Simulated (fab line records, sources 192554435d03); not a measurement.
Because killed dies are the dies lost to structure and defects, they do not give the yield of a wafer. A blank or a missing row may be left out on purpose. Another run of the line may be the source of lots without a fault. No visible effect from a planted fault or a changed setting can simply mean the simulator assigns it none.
A lot that was struck, set against a sound lot :: flow n5-finfet :: 16 steps out of a route of 1938
Sound: wafers L741.3, L741.4, L741.5. Struck: wafers L738.1, L738.6 (left out: L738.4, a lot-mate that was not struck); the cause follows at the end.
For every step that has rows: the tool of each side, followed by ch and its chambers, followed by its first start. Under that, the readings that differ: sound wafers :: struck wafers :: difference of the means :: sigmas: that difference in standard deviations of wafers without a fault.
alike: words and numbers the same on both sides, and readings whose means are apart by under 2 such deviations; not compared: readings that were withheld, readings missing a value for some wafer, numbers with overlapping values and no deviation given by the record, and bounds like >300 which may hide the same value.
Wherever a step has rows on one side only, a row that says differs or no value, or a row with sigmas, the two part there. Non-overlapping numbers with no deviation appear without sigmas and do not part them. Lack of a reading on every wafer of one side parts them only where that side has two or more wafers.

N5_BEOL_M0_SAQP_ETCH_49: etches SiO2 in CF4/O2, target depth 37 nm.
  sound on rie-diel-02 ch 1,3, day 11 01:24; struck on rie-diel-05 ch 0,1, day 10 03:56
reading: rf-vpp-V (V)
sound: 260 261 252
struck: 251 236
difference: -14
sigmas: -2
  alike: drypump-motor-current-A, oes-product-au, showerhead-plenum-p-Torr, throttle-valve-pct
  not compared: rf-hours-counter-h
N5_BEOL_M0_SAQP_STRIP_75: strips in CF4.
  sound on rie-diel-02 ch 1,3, day 11 01:30; struck on rie-diel-05 ch 0,1, day 10 04:02
  alike: drypump-motor-current-A, oes-product-au, rf-vpp-V, showerhead-plenum-p-Torr, throttle-valve-pct
  not compared: rf-hours-counter-h
then, 7 steps without rows for these wafers: N5_BEOL_M0_CUTY_COAT_50 (time 60 s, resist thk 15 nm); N5_BEOL_M0_CUTY_COAT_51 (resist thk 150 nm); N5_BEOL_M0_CUTY_EBR_52; N5_BEOL_M0_CUTY_SOFTBAKE_53 (time 60 s); N5_BEOL_M0_CUTY_EXPOSE_54 (exposes mask M0 ABLK); N5_BEOL_M0_CUTY_PEB_55 (peb time 60 s); N5_BEOL_M0_CUTY_DEVELOP_56 (develop time 30 s).
N5_BEOL_M0_CUTY_CD_MEAS_57: target cd 200 nm.
  sound on cd-sem-03 ch 0, day 11 01:54; struck on cd-sem-01 ch 0, day 10 04:19
  alike: cd-nm
N5_BEOL_M0_CUTY_OVL_MEAS_58:
  sound on overlay-01 ch 0, day 11 01:56; struck on overlay-02 ch 0, day 10 04:20
reading: M0_ABLK_OVL (nm)
sound: 0.9 -0.3 0.5
struck: 0.1 -2.0
difference: -1.3
sigmas: -2
N5_BEOL_M0_CUTY_INSPECT_59: inspects for defects (macro).
  sound: defect-inspect-01 at day 11 01:57; struck: defect-inspect-02 at day 10 04:22
  alike: raw-defect-count
N5_BEOL_M0_CUTY_DESCUM_61: chemistry O2, time 7.9 s.
  sound on rie-diel-01 ch 0,2,3, day 11 01:59; struck on rie-diel-04 ch 0,1, day 10 04:24
  alike: drypump-motor-current-A, oes-product-au, rf-vpp-V, showerhead-plenum-p-Torr, throttle-valve-pct
  not compared: rf-hours-counter-h, model.CAR-ArF-block_of_BEOL_M0_CUTY_COAT_51.thk-nm
N5_BEOL_M0_CUTY_ETCH_62: etches SiARC in CF4, time 58.5 s.
  sound on rie-diel-01 ch 0,2,3, day 11 02:01; struck on rie-diel-04 ch 0,1, day 10 04:26
  alike: drypump-motor-current-A, etch-rf-on-time-s, oes-product-au, rf-vpp-V, showerhead-plenum-p-Torr, throttle-valve-pct
  not compared: rf-hours-counter-h, model.CAR-ArF-block_of_BEOL_M0_CUTY_COAT_51.thk-nm
N5_BEOL_M0_CUTY_ETCH_63: etches SOC in N2/H2, target depth 82.7 nm, overetch 16.5 nm, time 124 s.
  sound on rie-diel-01 ch 0,2,3, day 11 02:04; struck on rie-diel-04 ch 0,1, day 10 04:29
  alike: drypump-motor-current-A, oes-product-au, rf-vpp-V, showerhead-plenum-p-Torr, throttle-valve-pct
  not compared: rf-hours-counter-h
-- record jumps: 6 days separate the struck wafers' starts on either side; left off in module BEOL_M0_CUTY, taken up again in module BEOL_M4, whose first shown step is the route's number 1111 --
N5_BEOL_M4_RC_MEAS_101:
  sound on prober-02 ch 0, day 17 05:08; struck on prober-02 ch 0, day 15 19:31
  alike: DIBL_N, DIBL_P, IOFF_N, IOFF_P, ION_N, ION_P, SS_N, SS_P, VT_N, VT_P

WHERE THEY PART
Earliest at N5_BEOL_M0_SAQP_ETCH_49; latest, in this record, at N5_BEOL_M0_CUTY_OVL_MEAS_58. Later steps at which nothing parts them and some readings are alike: N5_BEOL_M0_CUTY_INSPECT_59, N5_BEOL_M0_CUTY_DESCUM_61, N5_BEOL_M0_CUTY_ETCH_62, N5_BEOL_M0_CUTY_ETCH_63, N5_BEOL_M4_RC_MEAS_101.

WHY: whatever the simulator had introduced
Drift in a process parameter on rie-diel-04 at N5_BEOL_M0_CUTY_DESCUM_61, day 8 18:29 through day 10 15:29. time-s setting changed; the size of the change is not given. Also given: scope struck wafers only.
